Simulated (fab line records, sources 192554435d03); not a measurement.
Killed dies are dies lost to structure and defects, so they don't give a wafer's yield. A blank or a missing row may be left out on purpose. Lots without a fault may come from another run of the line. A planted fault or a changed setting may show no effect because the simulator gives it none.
Problem report in the 8D (eight disciplines) form, filled by code | flow n5_finfet | the parts of the form that need people (team, actions taken, sign-off) are left out

1. THE PROBLEM
temp_c at N5_BEOL_M6_STRIP_19 reads a mean of 40.54 C on 5 wafers of 2 lots; wafers without a fault read 39.98 C with a standard deviation of 0.12. That is +4.7 standard deviations from the usual mean.
The step: strips in O2.
First seen on wafer L568.2, day 10 16:44, on rie_diel-04. The record holds 32 wafers of 11 lots with a number at this step. Rule for "out", or "out of limits": more than 4 standard deviations from the usual mean. The other wafers with a number count as sound.

2. WHAT IT IS AND WHAT IT IS NOT
question                    | is                     | is not
which readings at this step | temp_c                 | drypump_motor_current_A, rf_vpp_V, showerhead_plenum_p_Torr, throttle_valve_pct
which lots                  | L568, L569             | L562, L563, L575, L577, L578, L579, L581, L582, L583
which wafers of those lots  | all that have a number | -
read on which tools         | rie_diel-04            | rie_diel-01, rie_diel-03
when                        | from day 10 16:44      | up to then (6 sound wafers); but 21 sound wafers of L575, L577, L578, L579, L581, L582, L583 came after

3. SUSPECTS, AND WHAT RULES EACH OUT
Counting: a tool at a process step up to the reading stays a suspect if it ran every lot that is out and no sound lot after the first of them.
- cvd_co-01 at N5_BEOL_M5_PRE_CLEAN_77 (time 15 s): ruled out as a lasting fault. Sound lots L575, L578, L582 ran on it after its first lot that is out, L568 (day 10 14:17).
- pecvd-01 at N5_BEOL_M6_ILD_DEP_00 (deposits SiCOH lowk from DEMS/porogen, target thk 179.75 nm, time 33.4 s): ruled out as a lasting fault. Sound lots L581, L582 ran on it after its first lot that is out, L568 (day 10 14:35).
- rie_diel-04 at N5_BEOL_M6_STRIP_19 (strips in O2): ruled out as a lasting fault. Sound lots L581, L582 ran on it after its first lot that is out, L568 (day 10 16:44).
Left after counting: nothing in the record.

4. THE CAUSE (what the simulator had put in)
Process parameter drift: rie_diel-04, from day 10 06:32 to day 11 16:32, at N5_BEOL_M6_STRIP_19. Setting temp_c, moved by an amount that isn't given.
Counting ruled it out, wrongly.

5. THE CHAIN OF EFFECTS, in route order
Each row: a reading whose mean over the struck wafers that have a number lies more than 3 standard deviations from the usual. Only readings for which the record gives a usual standard deviation are gone through. hours: the time from each lot's start at the first step in this table that gives one to its start at this step, as a median over the lots. sigmas: the change in usual standard deviations.
hours | step                | reading | usual   | on struck wafers | change | sigmas
0     | N5_BEOL_M6_STRIP_19 | temp_c  | 39.98 C | 40.54            | +0.56  | +4.7
The process steps in it:
- N5_BEOL_M6_STRIP_19: strips in O2.

6. WHAT WOULD HAVE CAUGHT IT SOONER
In this record the first reading out of limits was taken at day 10 16:44, 10 hours after the fault began at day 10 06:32.
